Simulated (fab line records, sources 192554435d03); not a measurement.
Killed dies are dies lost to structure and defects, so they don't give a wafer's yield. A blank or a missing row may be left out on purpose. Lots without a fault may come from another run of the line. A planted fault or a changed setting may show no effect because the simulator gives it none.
Split-lot experiment | flow n5_finfet | 7 lots, 21 wafers read, on a route of 1938 steps

THE SPLIT
At N5_BEOL_M7_ETCH_41 (etches SiCN in CH3F/O2, target depth 31.9 nm, time 57.8 s), the setting source_w was moved away from the recipe's 395 W on 12 of the 21 wafers read, by -17.2% to +12.5%. The other wafers ran this setting at the recipe's value.

The reading is taken at the split's own step.

THE READING
rf_vpp_V, in V, at N5_BEOL_M7_ETCH_41 (etches SiCN in CH3F/O2, target depth 31.9 nm, time 57.8 s). Fault-free wafers of this fab line usually give 297.0 V, standard deviation 1.4 V.

wafer  | tool, chamber at the split | source_w as run, W | against the recipe | rf_vpp_V, V | against lot-mates on the recipe
L074.1 | rie_diel-05, 0             | 368.2              | -6.8%              | 302.1       | +4.7
L074.3 | rie_diel-05, 2             | 395                | recipe             | 298.0       | -
L074.5 | rie_diel-05, 1             | 395                | recipe             | 296.8       | -
L077.3 | rie_diel-05, 1             | 348.5              | -11.8%             | 309.3       | no lot-mate on the recipe
L077.4 | rie_diel-05, 3             | 348.5              | -11.8%             | 311.5       | no lot-mate on the recipe
L077.5 | rie_diel-05, 2             | 348.5              | -11.8%             | 309.5       | no lot-mate on the recipe
L081.3 | rie_diel-03, 3             | 395                | recipe             | 296.9       | -
L081.5 | rie_diel-03, 3             | 444.3              | +12.5%             | 284.2       | -12.7
L081.6 | rie_diel-03, 1             | 444.3              | +12.5%             | 285.2       | -11.7
L085.3 | rie_diel-05, 1             | 395                | recipe             | 298.0       | -
L085.4 | rie_diel-05, 3             | 395                | recipe             | 298.2       | -
L085.5 | rie_diel-05, 2             | 395                | recipe             | 299.1       | -
L089.1 | rie_diel-01, 0             | 395                | recipe             | 297.4       | -
L089.3 | rie_diel-01, 1             | 327.1              | -17.2%             | 320.4       | +23.0
L089.5 | rie_diel-01, 0             | 327.1              | -17.2%             | 317.0       | +19.6
L093.2 | rie_diel-01, 0             | 443.1              | +12.2%             | 286.1       | no lot-mate on the recipe
L093.5 | rie_diel-01, 2             | 443.1              | +12.2%             | 285.3       | no lot-mate on the recipe
L093.6 | rie_diel-01, 3             | 443.1              | +12.2%             | 285.3       | no lot-mate on the recipe
L096.1 | rie_diel-05, 1             | 395                | recipe             | 298.0       | -
L096.2 | rie_diel-05, 2             | 376.2              | -4.8%              | 302.0       | +3.9
L096.5 | rie_diel-05, 1             | 395                | recipe             | 298.1       | -

THE FIT
A straight line over all 21 wafers: rf_vpp_V changes by -1.08 V for each +1% of source_w; r = -0.99; the points scatter about the line by 1.4 V.
The same after taking each lot's own level away (the mean of its wafers on the recipe; 15 wafers): -1.11 V for each +1%; r = -0.99; scatter 1.6 V.
On that fit, the largest move of source_w shifts the reading by 19 V.
The lots' own levels span 296.90 to 298.43 V, that is 1.1 times the standard deviation above.
So the lot-to-lot level changes the slope little: the two slopes agree.
Check: with one of the wafers moved furthest among these (-17.2%) left out of the fit, the line predicts +17.6 V for it against its lot-mates. It came out at +23 V against them.
Tool readings at the split's step, against how far the setting was moved: rf_vpp_V r = -0.99.

THE FILE'S OWN FIT
rf_vpp_V changes by -1.1 V for each +1% of source_w, r = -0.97.
